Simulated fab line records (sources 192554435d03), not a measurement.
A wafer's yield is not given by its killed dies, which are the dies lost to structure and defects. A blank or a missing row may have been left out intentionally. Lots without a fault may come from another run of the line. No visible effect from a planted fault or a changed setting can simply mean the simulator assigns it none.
Split-lot experiment + flow n5_finfet + on a route of 1938 steps: 7 lots, 21 wafers read

## THE SPLIT
At N5_BEOL_M2_ILD_DEP_00 (deposits SiOC from DEMS/O2, target thk 79 nm, time 15.3 s), the setting time_s was moved away from the recipe's 15.3 s on 9 of the 21 wafers read, by -10.1% to +13.9%. All remaining wafers had this setting at the recipe value.

No step appears in the file between the split and the reading.

## THE READING
At N5_BEOL_M2_THK_MEAS_01: M2_ILD_THK, given in nm. Typical for fault-free wafers on this fab line: 78.9 nm, with standard deviation 1 nm.

| wafer  | tool, chamber at the split | time_s as run, s | against the recipe | M2_ILD_THK, nm | against lot-mates on the recipe |
|--------|----------------------------|------------------|--------------------|----------------|---------------------------------|
| L074.1 | pecvd-02, 0                | 17.43            | +13.9%             | 88.1           | +10.0                           |
| L074.3 | pecvd-02, 2                | 15.3             | recipe             | 78.1           | -                               |
| L074.6 | pecvd-02, 0                | 17.43            | +13.9%             | 90.1           | +12.0                           |
| L080.1 | pecvd-02, 2                | 14.23            | -7.0%              | 73.0           | -6.8                            |
| L080.2 | pecvd-02, 0                | 14.23            | -7.0%              | 73.5           | -6.3                            |
| L080.6 | pecvd-02, 2                | 15.3             | recipe             | 79.8           | -                               |
| L087.2 | pecvd-04, 1                | 13.76            | -10.1%             | 70.4           | -9.9                            |
| L087.4 | pecvd-04, 2                | 13.76            | -10.1%             | 71.3           | -9.0                            |
| L087.5 | pecvd-04, 1                | 15.3             | recipe             | 80.3           | -                               |
| L088.2 | pecvd-03, 2,0              | 15.3             | recipe             | 79.3           | -                               |
| L088.5 | pecvd-03, 2,0              | 15.3             | recipe             | 79.2           | -                               |
| L088.6 | pecvd-03, 2                | 15.3             | recipe             | 79.8           | -                               |
| L090.1 | pecvd-02, 1                | 15.3             | recipe             | 77.9           | -                               |
| L090.3 | pecvd-02, 0                | 15.3             | recipe             | 78.4           | -                               |
| L090.6 | pecvd-02, 2                | 15.3             | recipe             | 79.1           | -                               |
| L095.3 | pecvd-04, 2                | 15.3             | recipe             | 79.2           | -                               |
| L095.4 | pecvd-04, 2                | 16.55            | +8.2%              | 86.4           | +7.2                            |
| L095.6 | pecvd-04, 1                | 16.55            | +8.2%              | 87.9           | +8.7                            |
| L093.1 | pecvd-03, 0                | 15.3             | recipe             | 77.9           | -                               |
| L093.4 | pecvd-03, 2                | 15.3             | recipe             | 79.7           | -                               |
| L093.6 | pecvd-03, 0                | 17.18            | +12.3%             | 89.0           | +10.2                           |
Where a row lists several chambers, the file gives one row for several wafers and doesn't say which wafer went through which chamber.

THE FIT
A straight line over all 21 wafers: M2_ILD_THK changes by +0.802 nm for each +1% of time_s; r = +0.99; the points scatter about the line by 0.98 nm.
The same after taking each lot's own level away (the mean of its wafers on the recipe; 21 wafers): +0.871 nm for each +1%; r = +0.99; scatter 0.77 nm.
That fit puts the effect of the largest move of time_s on the reading at 12 nm.
The lots' own levels span 78.10 to 80.30 nm, that is 2.2 times the standard deviation above.
Consequently the slope shifts little with the lot-to-lot level, the two slopes agreeing.
Check: with one of the wafers moved furthest among these (+13.9%) left out of the fit, the line predicts +12.5 nm for it against its lot-mates. It came out at +10 nm against them.

## THESE WAFERS: OTHER SPLITS
Before the reading, these wafers also passed through other splits. Each is held against what the fit with the lots' levels taken away leaves over:
| other split on the same wafers            | wafers away from the commonest value | r with M2_ILD_THK (lot level and that fit taken away) |
|-------------------------------------------|--------------------------------------|-------------------------------------------------------|
| N5_BEOL_M0_SAQP_SPACER1_ALD_98 temp_c     | 7                                    | -0.55                                                 |
| N5_BEOL_M0_SAQP_ETCH_106 target_depth_a   | 8                                    | +0.19                                                 |
| N5_BEOL_M0_ETCH_138 bias_w                | 5                                    | +0.01                                                 |
| N5_BEOL_M0_TRENCH_ETCH_107 target_depth_a | 4                                    | -0.30                                                 |
| N5_BEOL_M1_ETCH_64 source_w               | 7                                    | -0.02                                                 |

## THE WHOLE CHAIN: every reading that the file lists as answering this split, in the file's order
| step                   | what it does                                              | reading                                                                            | change (the file's fit)               | r (the file's) |
|------------------------|-----------------------------------------------------------|------------------------------------------------------------------------------------|---------------------------------------|----------------|
| N5_BEOL_M2_ILD_DEP_00  | deposits SiOC from DEMS/O2, target thk 79 nm, time 15.3 s | SiOC_of_BEOL_M2_ILD_DEP_00.thk_nm (the simulator's own value, which no gauge read) | +0.867 nm for each +1% of the setting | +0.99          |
| N5_BEOL_M2_THK_MEAS_01 |                                                           | M2_ILD_THK                                                                         | +0.862 for each +1% of the setting    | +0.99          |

## THE FILE'S OWN FIT
M2_ILD_THK changes by +0.862 nm for each +1% of time_s, r = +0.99.
